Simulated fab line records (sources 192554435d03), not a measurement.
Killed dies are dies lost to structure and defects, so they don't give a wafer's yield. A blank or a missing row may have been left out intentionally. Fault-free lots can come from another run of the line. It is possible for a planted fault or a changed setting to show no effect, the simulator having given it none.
fab line records ; flow n5_finfet
[record] lots = 7; wafers = 21
route steps=1938 shown SDB@350 HKMG_FIN@403 MOL_CONTACT_COAG@517 BEOL_M0_SAQP@682
start_h: the number of hours between the record's first day and the start of the first shown wafer of the lot ; wait_h: hours elapsed since this lot's preceding step ; " identical to the entry in the row above ; L1.1+2: one row covering several wafers at once ; - either no value or no given start ; * or withheld: withheld ; < > ~ a bound
route shown NAME@n: names a module that has steps shown in the file, with the first one's number in the route ; usual: mean and standard deviation over wafers with no fault ; same: alike in all rows ; chamber/n: place in a boat ; sites: each site's reading ; _std_site: the values' standard deviation ; _edge_site: outer sites' mean less inner sites' ; radius_mm: for every site, how far away it sits from the centre of the wafer ; mask NAME#n: copy n ; behind: tool/chamber where the wafer was last shaped ; hold: cause of the lot's hold/its duration in hours/its outcome ; device: names the non-switching transistor (n, p or np) ; end of line: the route-end tests of the same wafers ; a step without rows: its recipe alone ; killed: at the first sort, the dies lost to defects and structure; wafer yield is something else ; map: dies across one wafer; x = killed, . = not, _ = none there
set.NAME: setting as actually run; set.NAME@STEP: the setting as run at that earlier step ; model.NAME: the simulator's own value behind a step, which no gauge read
one table per step and one row per wafer, for lots whose settings were changed on purpose
[[steps]]
[step N5_SDB_COAT_05]
[recipe] resist = CAR-ArF; spin_rpm = 1500; resist_thk_nm = 90
lot.wafer;tool;chamber;start_h;wait_h;set.spin_rpm;model.CAR-ArF_of_SDB_COAT_05.thk_nm
L077.4;litho_track-03;0;-;-;1500;90.2
L077.5;litho_track-03;0;-;-;1500;89.8
L077.6;litho_track-03;0;-;-;1500;90
L082.3;litho_track-03;0;-;-;1500;89.6
L082.4;litho_track-03;0;-;-;1500;90.2
L082.5;litho_track-03;0;-;-;1347;95
L084.2+4;litho_track-01;0;-;-;1608;86.6
L084.5;litho_track-01;0;-;-;1500;89.8
L089.2;litho_track-01;0;-;-;1500;89.8
L089.4;litho_track-01;0;-;-;1581;88
L089.6;litho_track-01;0;-;-;1581;87.6
L093.1;litho_track-03;0;-;-;1500;89.4
L093.2;litho_track-03;0;-;-;1500;89.6
L093.4;litho_track-03;0;-;-;1500;89.8
L096.2+6;litho_track-02;0;-;-;1500;90.2
L096.5;litho_track-02;0;-;-;1336;95.8
L097.1+2;litho_track-01;0;-;-;1500;90.2
L097.5;litho_track-01;0;-;-;1500;90.4
[step N5_SDB_EBR_07]
[recipe] solvent = PGMEA; ebr_width_mm = 1.5
[step N5_SDB_SOFTBAKE_06]
[recipe] temp_c = 110; time_s = 60; resist = CAR-ArF
[step N5_SDB_DESCUM_16]
[recipe] chemistry = O2; time_s = 7.9; source_power_w = 50; bias_power_w = 20; pressure_mtorr = 20; rf_frequency_hz = 2.712e+07; temp_c = 40; resist = CAR-ArF; o2_flow_sccm = 225
lot.wafer;tool;chamber;start_h;wait_h;set.spin_rpm@SDB_COAT_05;model.CAR-ArF_of_SDB_COAT_05.thk_nm
L077.4;rie_diel-05;3;92.21;0.1;1500;83.6
L077.5;rie_diel-05;2;92.21;0.1;1500;83
L077.6;rie_diel-05;3;92.21;0.1;1500;83.4
L082.3;rie_diel-05;3;117.23;0.0;1500;83.2
L082.4;rie_diel-05;0;117.23;0.0;1500;83.6
L082.5;rie_diel-05;3;117.23;0.0;1347;88.4
L084.2+4;rie_diel-01;0,2;124.27;0.0;1608;80.2
L084.5;rie_diel-01;2;124.27;0.0;1500;83.2
L089.2;rie_diel-03;0;162.62;0.1;1500;83.4
L089.4;rie_diel-03;1;162.62;0.1;1581;81.4
L089.6;rie_diel-03;3;162.62;0.1;1581;81.2
L093.1;rie_diel-03;2;184.53;0.0;1500;82.8
L093.2;rie_diel-03;0;184.53;0.0;1500;83
L093.4;rie_diel-03;3;184.53;0.0;1500;83.4
L096.2;rie_diel-03;0;200.18;0.0;1500;83.8
L096.5;rie_diel-03;3;200.18;0.0;1336;89.2
L096.6;rie_diel-03;2;200.18;0.0;1500;83.6
L097.1+2;rie_diel-05;2,1;204.59;0.0;1500;83.6
L097.5;rie_diel-05;1;204.59;0.0;1500;83.8
[step N5_SDB_ETCH_17]
[recipe] chemistry = CF4; target = SiARC; target_depth_a = 234; mask_material = CAR-ArF; time_s = 39; ion_energy_ev = 80; pressure_mtorr = 40; source_w = 545; bias_w = 36; Ar_flow_sccm = 100; cf4_flow_sccm = 100; ends = cleared
lot.wafer;tool;chamber;start_h;wait_h;set.spin_rpm@SDB_COAT_05;model.CAR-ArF_of_SDB_COAT_05.thk_nm
L077.4;rie_diel-05;3;92.27;0.0;1500;66.8
L077.5;rie_diel-05;2;92.27;0.0;1500;66.4
L077.6;rie_diel-05;3;92.27;0.0;1500;66.6
L082.3;rie_diel-05;3;117.26;0.0;1500;66.4
L082.4;rie_diel-05;0;117.26;0.0;1500;66.8
L082.5;rie_diel-05;3;117.26;0.0;1347;71.6
L084.2+4;rie_diel-01;0,2;124.31;0.0;1608;63.4
L084.5;rie_diel-01;2;124.31;0.0;1500;66.6
L089.2;rie_diel-03;0;162.66;0.0;1500;66.6
L089.4+6;rie_diel-03;1,3;162.66;0.0;1581;64.4
L093.1;rie_diel-03;2;184.57;0.0;1500;66
L093.2;rie_diel-03;0;184.57;0.0;1500;66.2
L093.4;rie_diel-03;3;184.57;0.0;1500;66.6
L096.2;rie_diel-03;0;200.21;0.0;1500;67
L096.5;rie_diel-03;3;200.21;0.0;1336;72.6
L096.6;rie_diel-03;2;200.21;0.0;1500;66.8
L097.1+2;rie_diel-05;2,1;204.63;0.0;1500;66.8
L097.5;rie_diel-05;1;204.63;0.0;1500;67
[step N5_HKMG_FIN_ETCH_55]
[recipe] chemistry = N2/H2; target = SOC; target_depth_a = 2400; temp_c = 40; time_s = 300; ion_energy_ev = 200; mask_material = SiARC; pressure_mtorr = 30; source_w = 840; bias_w = 150; n2_flow_sccm = 200; h2_flow_sccm = 200
[usual] rf_vpp_V = 523.6/2.7
lot.wafer;tool;chamber;start_h;wait_h;set.bias_w;rf_vpp_V;model.SiARC_of_HKMG_FIN_COAT_42.thk_nm
L077.4;rie_diel-05;2;97.91;0.1;150;526.3;20.6
L077.5;rie_diel-05;2;97.91;0.1;150;527.1;20.6
L077.6;rie_diel-05;0;97.91;0.1;150;525.6;21.4
L082.3;rie_diel-01;3;123.05;0.0;176.8;574.4;18
L082.4;rie_diel-01;0;123.05;0.0;150;521.3;22.2
L082.5;rie_diel-01;1;123.05;0.0;150;522.3;20.8
L084.2;rie_diel-05;2;130.14;0.0;150;525.6;20.6
L084.4;rie_diel-05;3;130.14;0.0;150;521.9;21.2
L084.5;rie_diel-05;0;130.14;0.0;150;525.7;21.2
L089.2;rie_diel-05;2;168.50;0.0;150;526.3;20.2
L089.4;rie_diel-05;1;168.50;0.0;150;522.6;21
L089.6;rie_diel-05;2;168.50;0.0;150;526.7;20.4
L093.1;rie_diel-01;3;190.55;0.0;170.2;561.5;18.8
L093.2;rie_diel-01;1;190.55;0.0;170.2;564.7;18.6
L093.4;rie_diel-01;2;190.55;0.0;150;526.8;21.2
L096.2;rie_diel-05;3;205.76;0.0;150;523.6;21
L096.5;rie_diel-05;3;205.76;0.0;150;522.2;20.8
L096.6;rie_diel-05;2;205.76;0.0;142.3;510.3;21.2
L097.1;rie_diel-01;3;210.15;0.0;150;517.4;21.2
L097.2;rie_diel-01;2;210.15;0.0;150;525.7;21.2
L097.5;rie_diel-01;2;210.15;0.0;150;526.4;21
[step N5_HKMG_FIN_ETCH_58]
[recipe] chemistry = N2/H2; target = SOC; target_depth_a = 2158; ion_energy_ev = 50; bias_w = 13; time_s = 741; pressure_mtorr = 30; source_w = 875; n2_flow_sccm = 200; h2_flow_sccm = 200
lot.wafer;tool;chamber;start_h;wait_h;set.source_w;model.HKMG_FIN.feature_depth_nm;model.SOC_of_HKMG_FIN_COAT_41.thk_nm;model.etch.depth_nm
L077.4;rie_diel-05;2;98.35;0.2;875;227;73;227
L077.5;rie_diel-05;2;98.35;0.2;979.4;251;49.2;251.1
L077.6;rie_diel-05;0;98.35;0.2;875;218.8;81.6;218.7
L082.3;rie_diel-01;3;123.26;0.0;875;217.2;83.4;217.1
L082.4;rie_diel-01;0;123.26;0.0;875;209.8;90.2;209.8
L082.5;rie_diel-01;1;123.26;0.0;796.9;211;88.2;211
L084.2;rie_diel-05;2;130.35;0.0;875;224.4;77;224.3
L084.4;rie_diel-05;3;130.35;0.0;875;218.4;81.8;218.3
L084.5;rie_diel-05;0;130.35;0.0;875;216.2;84.4;216.3
L089.2;rie_diel-05;2;168.71;0.0;980.4;249;51.6;249.1
L089.4;rie_diel-05;1;168.71;0.0;875;217.4;83.6;217.3
L089.6;rie_diel-05;2;168.71;0.0;980.4;249;51.6;248.9
L093.1;rie_diel-01;3;190.76;0.0;795.9;197.8;102.8;197.8
L093.2;rie_diel-01;1;190.76;0.0;795.9;206;94.6;206
L093.4;rie_diel-01;2;190.76;0.0;875;212.2;88.2;212.3
L096.2;rie_diel-05;3;205.97;0.0;875;216.6;84.8;216.6
L096.5;rie_diel-05;3;205.97;0.0;939.7;231;70;231
L096.6;rie_diel-05;2;205.97;0.0;939.7;239.6;61.4;239.6
L097.1;rie_diel-01;3;210.36;0.0;875;213.6;86.4;213.6
L097.2;rie_diel-01;2;210.36;0.0;875;212.2;88.2;212.2
L097.5;rie_diel-01;2;210.36;0.0;875;211.2;89.2;211.2
[step N5_MOL_CONTACT_COAG_COAT_103]
[recipe] resist = SOC; temp_c = 250; time_s = 60; spin_rpm = 1500; resist_thk_nm = 80
lot.wafer;tool;chamber;start_h;wait_h;set.spin_rpm;model.SOC_of_MOL_CONTACT_COAG_COAT_103.thk_nm
L077.4;litho_track-03;0;117.92;0.0;1500;79.8
L077.5+6;litho_track-03;0;117.92;0.0;1500;80
L082.3;litho_track-02;0;139.63;0.0;1601;77.6
L082.4+5;litho_track-02;0;139.63;0.0;1500;80
L084.2;litho_track-03;0;146.90;0.0;1553;78.8
L084.4;litho_track-03;0;146.90;0.0;1500;80.2
L084.5;litho_track-03;0;146.90;0.0;1500;80.4
L089.2+6;litho_track-04;0;184.03;0.0;1340;84.6
L089.4;litho_track-04;0;184.03;0.0;1500;80.2
L093.1+4;litho_track-04;0;205.69;0.0;1349;84.4
L093.2;litho_track-04;0;205.69;0.0;1500;80.4
L096.2;litho_track-04;0;221.94;0.0;1500;80.2
L096.5+6;litho_track-04;0;221.94;0.0;1390;83.2
L097.1;litho_track-02;0;225.98;0.0;1500;79.8
L097.2+5;litho_track-02;0;225.98;0.0;1500;80
[step N5_MOL_CONTACT_COAG_COAT_02]
[recipe] resist = CAR-EUV; spin_rpm = 1500; resist_thk_nm = 30
lot.wafer;tool;chamber;start_h;wait_h;set.spin_rpm;model.CAR-EUV_of_MOL_CONTACT_COAG_COAT_02.thk_nm
L077.4+5;litho_track-03;0;-;-;1500;30
L077.6;litho_track-03;0;-;-;1442;30.8
L082.3+4;litho_track-02;0;-;-;1500;30
L082.5;litho_track-02;0;-;-;1500;30.2
L084.2+4;litho_track-03;0;-;-;1636;28.8
L084.5;litho_track-03;0;-;-;1500;30
L089.2+4;litho_track-04;0;-;-;1500;30
L089.6;litho_track-04;0;-;-;1500;30.2
L093.1+2;litho_track-04;0;-;-;1500;30
L093.4;litho_track-04;0;-;-;1357;31.4
L096.2+5;litho_track-04;0;-;-;1500;30
L096.6;litho_track-04;0;-;-;1500;29.8
L097.1+2+5;litho_track-02;0;-;-;1500;30
[step N5_MOL_CONTACT_COAG_EBR_04]
[recipe] solvent = PGMEA; ebr_width_mm = 1.5
[step N5_MOL_CONTACT_COAG_SOFTBAKE_03]
[recipe] temp_c = 110; time_s = 60; resist = CAR-EUV
[step N5_MOL_CONTACT_COAG_EXPOSE_05]
[recipe] mask_id = CA; na = 0.33; source_shape = annular; sigma_inner = 0.4; sigma_outer = 0.8; polarization = unpolarized; defocus_nm = 0; dose_mj = 38.25
[step N5_MOL_CONTACT_COAG_PEB_06]
[recipe] peb_temp_c = 100; peb_time_s = 60; resist = CAR-EUV
[step N5_MOL_CONTACT_COAG_DEVELOP_07]
[recipe] develop_time_s = 30; developer = TMAH; resist = CAR-EUV; rinse_liquid = surfactant_rinse; dry = air_spin; dev_temp_c = 23
lot.wafer;tool;chamber;start_h;wait_h;set.spin_rpm@MOL_CONTACT_COAG_COAT_02;model.CAR-EUV_of_MOL_CONTACT_COAG_COAT_02.thk_nm
L077.4+5;litho_track-02;0;-;-;1500;29.4
L077.6;litho_track-02;0;-;-;1442;30.2
L082.3+4;litho_track-04;0;-;-;1500;29.6
L082.5;litho_track-04;0;-;-;1500;29.8
L084.2;litho_track-03;0;-;-;1636;28.4
L084.4;litho_track-03;0;-;-;1636;28.2
L084.5;litho_track-03;0;-;-;1500;29.6
L089.2+4+6;litho_track-03;0;-;-;1500;29.6
L093.1+2;litho_track-02;0;-;-;1500;29.6
L093.4;litho_track-02;0;-;-;1357;31
L096.2+5+6;litho_track-02;0;-;-;1500;29.4
L097.1;litho_track-02;0;-;-;1500;29.6
L097.2+5;litho_track-02;0;-;-;1500;29.4
[step N5_MOL_CONTACT_COAG_DESCUM_13]
[recipe] chemistry = O2; time_s = 7; source_power_w = 50; bias_power_w = 20; pressure_mtorr = 20; rf_frequency_hz = 2.712e+07; temp_c = 40; resist = CAR-EUV; o2_flow_sccm = 225
[step N5_MOL_CONTACT_COAG_ETCH_59]
[recipe] chemistry = N2/H2; target = underlayer; target_depth_a = 130; mask_material = CAR-EUV; time_s = 10.4; ion_energy_ev = 200; pressure_mtorr = 30; source_w = 840; bias_w = 150; n2_flow_sccm = 200; h2_flow_sccm = 200; ends = cleared
lot.wafer;tool;chamber;start_h;wait_h;set.spin_rpm@MOL_CONTACT_COAG_COAT_02;model.CAR-EUV_of_MOL_CONTACT_COAG_COAT_02.thk_nm
L077.4;rie_diel-01;1;118.46;0.0;1500;14.4
L077.5;rie_diel-01;2;118.46;0.0;1500;14.8
L077.6;rie_diel-01;1;118.46;0.0;1442;15.2
L082.3+4+5;rie_diel-03;3,0,1;140.05;0.0;1500;14.6
L084.2;rie_diel-01;3;147.45;0.0;1636;13.4
L084.4;rie_diel-01;1;147.45;0.0;1636;13.2
L084.5;rie_diel-01;3;147.45;0.0;1500;14.8
L089.2+6;rie_diel-01;2;184.58;0.0;1500;14.8
L089.4;rie_diel-01;1;184.58;0.0;1500;14.4
L093.1+2;rie_diel-01;2,0;206.12;0.0;1500;14.6
L093.4;rie_diel-01;3;206.12;0.0;1357;16.2
L096.2+6;rie_diel-03;1,0;222.37;0.0;1500;14.4
L096.5;rie_diel-03;3;222.37;0.0;1500;14.6
L097.1+5;rie_diel-01;3;226.53;0.0;1500;14.6
L097.2;rie_diel-01;1;226.53;0.0;1500;14.4
[step N5_MOL_CONTACT_COAG_ETCH_105]
[recipe] chemistry = CF4; target = SiARC; target_depth_a = 156; mask_material = CAR-EUV; time_s = 26; ion_energy_ev = 80; pressure_mtorr = 40; source_w = 545; bias_w = 36; Ar_flow_sccm = 100; cf4_flow_sccm = 100; ends = cleared
lot.wafer;tool;chamber;start_h;wait_h;set.spin_rpm@MOL_CONTACT_COAG_COAT_02;model.CAR-EUV_of_MOL_CONTACT_COAG_COAT_02.thk_nm
L077.4;rie_diel-01;1;118.48;0.0;1500;5.2
L077.5;rie_diel-01;2;118.48;0.0;1500;5.4
L077.6;rie_diel-01;1;118.48;0.0;1442;6
L082.3+4+5;rie_diel-03;3,0,1;140.07;0.0;1500;5.4
L084.2;rie_diel-01;3;147.46;0.0;1636;4.2
L084.4;rie_diel-01;1;147.46;0.0;1636;4
L084.5;rie_diel-01;3;147.46;0.0;1500;5.4
L089.2+6;rie_diel-01;2;184.60;0.0;1500;5.6
L089.4;rie_diel-01;1;184.60;0.0;1500;5.2
L093.1+2;rie_diel-01;2,0;206.14;0.0;1500;5.4
L093.4;rie_diel-01;3;206.14;0.0;1357;7
L096.2+6;rie_diel-03;1,0;222.39;0.0;1500;5.2
L096.5;rie_diel-03;3;222.39;0.0;1500;5.4
L097.1;rie_diel-01;3;226.55;0.0;1500;5.6
L097.2;rie_diel-01;1;226.55;0.0;1500;5.2
L097.5;rie_diel-01;3;226.55;0.0;1500;5.4
[step N5_MOL_CONTACT_COAG_ETCH_106]
[recipe] chemistry = N2/H2; target = SOC; target_depth_a = 800; overetch_a = 160; mask_material = SiARC; temp_c = 40; time_s = 120; ion_energy_ev = 200; pressure_mtorr = 30; source_w = 840; bias_w = 150; n2_flow_sccm = 200; h2_flow_sccm = 200
lot.wafer;tool;chamber;start_h;wait_h;set.spin_rpm@MOL_CONTACT_COAG_COAT_103;model.etch.depth_nm
L077.4;rie_diel-01;1;118.51;0.0;1500;79.72
L077.5;rie_diel-01;2;118.51;0.0;1500;80.02
L077.6;rie_diel-01;1;118.51;0.0;1500;80
L082.3;rie_diel-03;3;140.10;0.0;1601;77.56
L082.4;rie_diel-03;0;140.10;0.0;1500;79.97
L082.5;rie_diel-03;1;140.10;0.0;1500;79.99
L084.2;rie_diel-01;3;147.49;0.0;1553;78.9
L084.4;rie_diel-01;1;147.49;0.0;1500;80.11
L084.5;rie_diel-01;3;147.49;0.0;1500;80.36
L089.2;rie_diel-01;2;184.63;0.0;1340;84.61
L089.4;rie_diel-01;1;184.63;0.0;1500;80.26
L089.6;rie_diel-01;2;184.63;0.0;1340;84.66
L093.1;rie_diel-01;2;206.17;0.0;1349;84.48
L093.2;rie_diel-01;0;206.17;0.0;1500;80.45
L093.4;rie_diel-01;3;206.17;0.0;1349;84.49
L096.2;rie_diel-03;1;222.42;0.0;1500;80.11
L096.5;rie_diel-03;3;222.42;0.0;1390;83.14
L096.6;rie_diel-03;0;222.42;0.0;1390;83.17
L097.1;rie_diel-01;3;226.58;0.0;1500;79.83
L097.2;rie_diel-01;1;226.58;0.0;1500;80.07
L097.5;rie_diel-01;3;226.58;0.0;1500;80.1
[step N5_MOL_CONTACT_COAG_STRIP_107]
[recipe] chemistry = N2/H2; temp_c = 40; n2_flow_sccm = 200; h2_flow_sccm = 200; rf_frequency_hz = 6e+07
[step N5_MOL_CONTACT_COAG_STRIP_108]
[recipe] chemistry = N2/H2; temp_c = 40; n2_flow_sccm = 200; h2_flow_sccm = 200; rf_frequency_hz = 6e+07
[step N5_MOL_CONTACT_COAG_STRIP_109]
[recipe] chemistry = C4F6/O2; resist = SiARC; rf_frequency_hz = 6e+07
[step N5_MOL_CONTACT_COAG_ETCH_15]
[recipe] chemistry = CH3F/O2; target = SiNx; target_depth_a = 70; mask_material = SOC; stop_on = Si:P; over_etch_frac = 0.75; ion_energy_ev = 120; pressure_mtorr = 30; source_w = 395; bias_w = 73; Ar_flow_sccm = 150; CH3F_flow_sccm = 30; O2_flow_sccm = 20
[step N5_MOL_CONTACT_COAG_ETCH_110]
[recipe] chemistry = CF4/O2; target = Si; target_depth_a = 25; time_s = 8; pressure_mtorr = 100; source_w = 200; bias_w = 12; ion_energy_ev = 60; Ar_flow_sccm = 100; cf4_flow_sccm = 100; O2_flow_sccm = 10
lot.wafer;tool;chamber;start_h;wait_h;set.spin_rpm@MOL_CONTACT_COAG_COAT_103;model.SOC_of_MOL_CONTACT_COAG_COAT_103.thk_nm
L077.4;rie_diel-01;1;118.71;0.0;1500;73.2
L077.5;rie_diel-01;2;118.71;0.0;1500;73.8
L077.6;rie_diel-01;1;118.71;0.0;1500;73.4
L082.3;rie_diel-03;3;140.30;0.0;1601;71.2
L082.4;rie_diel-03;0;140.30;0.0;1500;73.8
L082.5;rie_diel-03;1;140.30;0.0;1500;73.6
L084.2;rie_diel-01;3;147.69;0.0;1553;72.6
L084.4;rie_diel-01;1;147.69;0.0;1500;73.6
L084.5;rie_diel-01;3;147.69;0.0;1500;74.2
L089.2+6;rie_diel-01;2;184.82;0.0;1340;78.4
L089.4;rie_diel-01;1;184.82;0.0;1500;73.8
L093.1;rie_diel-01;2;206.37;0.0;1349;78.4
L093.2;rie_diel-01;0;206.37;0.0;1500;74.4
L093.4;rie_diel-01;3;206.37;0.0;1349;78.2
L096.2;rie_diel-03;1;222.61;0.0;1500;73.8
L096.5;rie_diel-03;3;222.61;0.0;1390;76.8
L096.6;rie_diel-03;0;222.61;0.0;1390;77
L097.1+2;rie_diel-01;3,1;226.78;0.0;1500;73.6
L097.5;rie_diel-01;3;226.78;0.0;1500;73.8
[step N5_MOL_CONTACT_COAG_COAT_77]
[recipe] resist = underlayer; temp_c = 205; time_s = 60; spin_rpm = 1500; resist_thk_nm = 10
lot.wafer;tool;chamber;start_h;wait_h;set.spin_rpm;model.underlayer_of_MOL_CONTACT_COAG_COAT_77.thk_nm
L077.4+5;litho_track-02;0;-;-;1337;10.6
L077.6;litho_track-02;0;-;-;1500;10
L082.3+4+5;litho_track-02;0;-;-;1500;10
L084.2+4;litho_track-02;0;-;-;1500;10
L084.5;litho_track-02;0;-;-;1356;10.6
L089.2+4+6;litho_track-03;0;-;-;1500;10
L093.1;litho_track-02;0;-;-;1584;9.8
L093.2+4;litho_track-02;0;-;-;1500;10
L096.2+6;litho_track-03;0;-;-;1355;10.6
L096.5;litho_track-03;0;-;-;1500;10
L097.1+2+5;litho_track-04;0;-;-;1500;10
[step N5_MOL_CONTACT_COAG_COAT_78]
[recipe] resist = CAR-EUV; spin_rpm = 1500; resist_thk_nm = 40
[step N5_MOL_CONTACT_COAG_EBR_80]
[recipe] solvent = PGMEA; ebr_width_mm = 1.5
[step N5_MOL_CONTACT_COAG_DESCUM_88]
[recipe] chemistry = O2; time_s = 7; source_power_w = 50; bias_power_w = 20; pressure_mtorr = 20; rf_frequency_hz = 2.712e+07; temp_c = 40; resist = CAR-EUV; o2_flow_sccm = 225
[step N5_MOL_CONTACT_COAG_ETCH_89]
[recipe] chemistry = N2/H2; target = underlayer; target_depth_a = 130; mask_material = CAR-EUV; time_s = 10.4; ion_energy_ev = 200; pressure_mtorr = 30; source_w = 840; bias_w = 150; n2_flow_sccm = 200; h2_flow_sccm = 200; ends = cleared
lot.wafer;tool;chamber;start_h;wait_h;set.spin_rpm@MOL_CONTACT_COAG_COAT_77;model.CAR-EUV_of_MOL_CONTACT_COAG_COAT_78.thk_nm;model.etch.depth_nm
L077.4;rie_diel-01;1;126.10;0.0;1337;23.8;10.59
L077.5;rie_diel-01;3;126.10;0.0;1337;24;10.6
L077.6;rie_diel-01;0;126.10;0.0;1500;24.6;10.01
L082.3;rie_diel-03;0;148.89;0.0;1500;24.8;10
L082.4;rie_diel-03;3;148.89;0.0;1500;24.8;9.974
L082.5;rie_diel-03;2;148.89;0.0;1500;24.6;10.01
L084.2;rie_diel-03;0;157.91;0.0;1500;24.6;10
L084.4;rie_diel-03;3;157.91;0.0;1500;24.6;9.998
L084.5;rie_diel-03;0;157.91;0.0;1356;24;10.51
L089.2;rie_diel-05;3;192.66;0.0;1500;24.6;9.976
L089.4;rie_diel-05;2;192.66;0.0;1500;24.6;9.974
L089.6;rie_diel-05;0;192.66;0.0;1500;24.8;9.994
L093.1;rie_diel-01;1;214.21;0.0;1584;24.8;9.716
L093.2;rie_diel-01;3;214.21;0.0;1500;24.6;9.983
L093.4;rie_diel-01;2;214.21;0.0;1500;24.8;9.983
L096.2;rie_diel-05;0;233.49;0.0;1355;23.8;10.53
L096.5;rie_diel-05;0;233.49;0.0;1500;24.4;10.03
L096.6;rie_diel-05;3;233.49;0.0;1355;24;10.55
L097.1;rie_diel-03;0;236.66;0.0;1500;24.6;10.03
L097.2;rie_diel-03;2;236.66;0.0;1500;24.6;10.01
L097.5;rie_diel-03;2;236.66;0.0;1500;24.4;10.03
[step N5_MOL_CONTACT_COAG_CVD_140]
[recipe] material = W; target_thk_a = 665; mode = selective_fill; temp_c = 300; time_s = 215
lot.wafer;tool;chamber;start_h;wait_h;set.target_thk_a;model.W_of_MOL_CONTACT_COAG_CVD_140.thk_nm
L077.4;cvd_w-02;1;128.47;0.1;665;65
L077.5;cvd_w-02;0;128.47;0.1;615.6;61.8
L077.6;cvd_w-02;1;128.47;0.1;665;65.2
L082.3;cvd_w-02;1;151.30;0.1;751.6;74.2
L082.4;cvd_w-02;0;151.30;0.1;751.6;74.8
L082.5;cvd_w-02;0;151.30;0.1;665;67.6
L084.2;cvd_w-02;0;160.32;0.2;600.9;60.2
L084.4;cvd_w-02;0;160.32;0.2;600.9;61.2
L084.5;cvd_w-02;0;160.32;0.2;665;67.4
L089.2;cvd_w-02;1;195.35;0.1;665;65
L089.4;cvd_w-02;1;195.35;0.1;665;64.2
L089.6;cvd_w-02;1;195.35;0.1;665;65.2
L093.1;cvd_w-01;1;216.93;0.1;665;65.8
L093.2;cvd_w-01;0;216.93;0.1;665;67.2
L093.4;cvd_w-01;1;216.93;0.1;713;70.6
L096.2;cvd_w-01;1;236.11;0.1;665;66.8
L096.5;cvd_w-01;0;236.11;0.1;689.6;69.4
L096.6;cvd_w-01;1;236.11;0.1;665;66.4
L097.1;cvd_w-02;0;238.99;0.1;665;67.2
L097.2;cvd_w-02;1;238.99;0.1;665;66.4
L097.5;cvd_w-02;0;238.99;0.1;665;66.8
[step N5_BEOL_M0_SAQP_COAT_87]
[recipe] resist = underlayer; temp_c = 205; time_s = 60; spin_rpm = 1500; resist_thk_nm = 5
lot.wafer;tool;chamber;start_h;wait_h;set.spin_rpm
L077.4;litho_track-05;0;-;-;1500
L077.5+6;litho_track-05;0;-;-;1640
L082.3+4;litho_track-05;0;-;-;1500
L082.5;litho_track-05;0;-;-;1567
L084.2+5;litho_track-01;0;-;-;1399
L084.4;litho_track-01;0;-;-;1500
L089.2;litho_track-01;0;-;-;1500
L089.4+6;litho_track-01;0;-;-;1651
L093.1+2+4;litho_track-05;0;-;-;1500
L096.2;litho_track-05;0;-;-;1500
L096.5+6;litho_track-05;0;-;-;1594
L097.1+2+5;litho_track-05;0;-;-;1500
[[key]]
[split] step = N5_SDB_COAT_05; setting = spin_rpm; stated = 1500; by = wafer
[response] step = N5_SDB_COAT_05; reading = model.CAR-ArF_of_SDB_COAT_05.thk_nm; change = -0.483; per = 1%; r = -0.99
[response] step = N5_SDB_DESCUM_16; reading = model.CAR-ArF_of_SDB_COAT_05.thk_nm; change = -0.473; per = 1%; r = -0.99
[response] step = N5_SDB_ETCH_17; reading = model.CAR-ArF_of_SDB_COAT_05.thk_nm; change = -0.487; per = 1%; r = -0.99
[split] step = N5_HKMG_FIN_ETCH_55; setting = bias_w; stated = 150; by = wafer
[response] step = N5_HKMG_FIN_ETCH_55; reading = rf_vpp_V; change = +2.84; per = 1%; r = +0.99
[response] step = N5_HKMG_FIN_ETCH_55; reading = model.SiARC_of_HKMG_FIN_COAT_42.thk_nm; change = -0.185; per = 1%; r = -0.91
[split] step = N5_HKMG_FIN_ETCH_58; setting = source_w; stated = 875; by = wafer
[response] step = N5_HKMG_FIN_ETCH_58; reading = model.HKMG_FIN.feature_depth_nm; change = +1.93; per = 1%; r = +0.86
[response] step = N5_HKMG_FIN_ETCH_58; reading = model.SOC_of_HKMG_FIN_COAT_41.thk_nm; change = -1.93; per = 1%; r = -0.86
[response] step = N5_HKMG_FIN_ETCH_58; reading = model.etch.depth_nm; change = +1.93; per = 1%; r = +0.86
[split] step = N5_MOL_CONTACT_COAG_COAT_103; setting = spin_rpm; stated = 1500; by = wafer
[response] step = N5_MOL_CONTACT_COAG_COAT_103; reading = model.SOC_of_MOL_CONTACT_COAG_COAT_103.thk_nm; change = -0.4; per = 1%; r = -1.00
[response] step = N5_MOL_CONTACT_COAG_ETCH_106; reading = model.etch.depth_nm; change = -0.4; per = 1%; r = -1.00
[response] step = N5_MOL_CONTACT_COAG_ETCH_110; reading = model.SOC_of_MOL_CONTACT_COAG_COAT_103.thk_nm; change = -0.406; per = 1%; r = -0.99
[split] step = N5_MOL_CONTACT_COAG_COAT_02; setting = spin_rpm; stated = 1500; by = wafer
[response] step = N5_MOL_CONTACT_COAG_COAT_02; reading = model.CAR-EUV_of_MOL_CONTACT_COAG_COAT_02.thk_nm; change = -0.145; per = 1%; r = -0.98
[response] step = N5_MOL_CONTACT_COAG_DEVELOP_07; reading = model.CAR-EUV_of_MOL_CONTACT_COAG_COAT_02.thk_nm; change = -0.15; per = 1%; r = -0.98
[response] step = N5_MOL_CONTACT_COAG_ETCH_59; reading = model.CAR-EUV_of_MOL_CONTACT_COAG_COAT_02.thk_nm; change = -0.166; per = 1%; r = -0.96
[response] step = N5_MOL_CONTACT_COAG_ETCH_105; reading = model.CAR-EUV_of_MOL_CONTACT_COAG_COAT_02.thk_nm; change = -0.158; per = 1%; r = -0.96
[split] step = N5_MOL_CONTACT_COAG_COAT_77; setting = spin_rpm; stated = 1500; by = wafer
[response] step = N5_MOL_CONTACT_COAG_COAT_77; reading = model.underlayer_of_MOL_CONTACT_COAG_COAT_77.thk_nm; change = -0.0573; per = 1%; r = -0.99
[response] step = N5_MOL_CONTACT_COAG_ETCH_89; reading = model.CAR-EUV_of_MOL_CONTACT_COAG_COAT_78.thk_nm; change = +0.056; per = 1%; r = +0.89
[response] step = N5_MOL_CONTACT_COAG_ETCH_89; reading = model.etch.depth_nm; change = -0.053; per = 1%; r = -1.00
[split] step = N5_MOL_CONTACT_COAG_CVD_140; setting = target_thk_a; stated = 665; by = wafer
[response] step = N5_MOL_CONTACT_COAG_CVD_140; reading = model.W_of_MOL_CONTACT_COAG_CVD_140.thk_nm; change = +0.571; per = 1%; r = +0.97
[split] step = N5_BEOL_M0_SAQP_COAT_87; setting = spin_rpm; stated = 1500; by = wafer
response none in this file
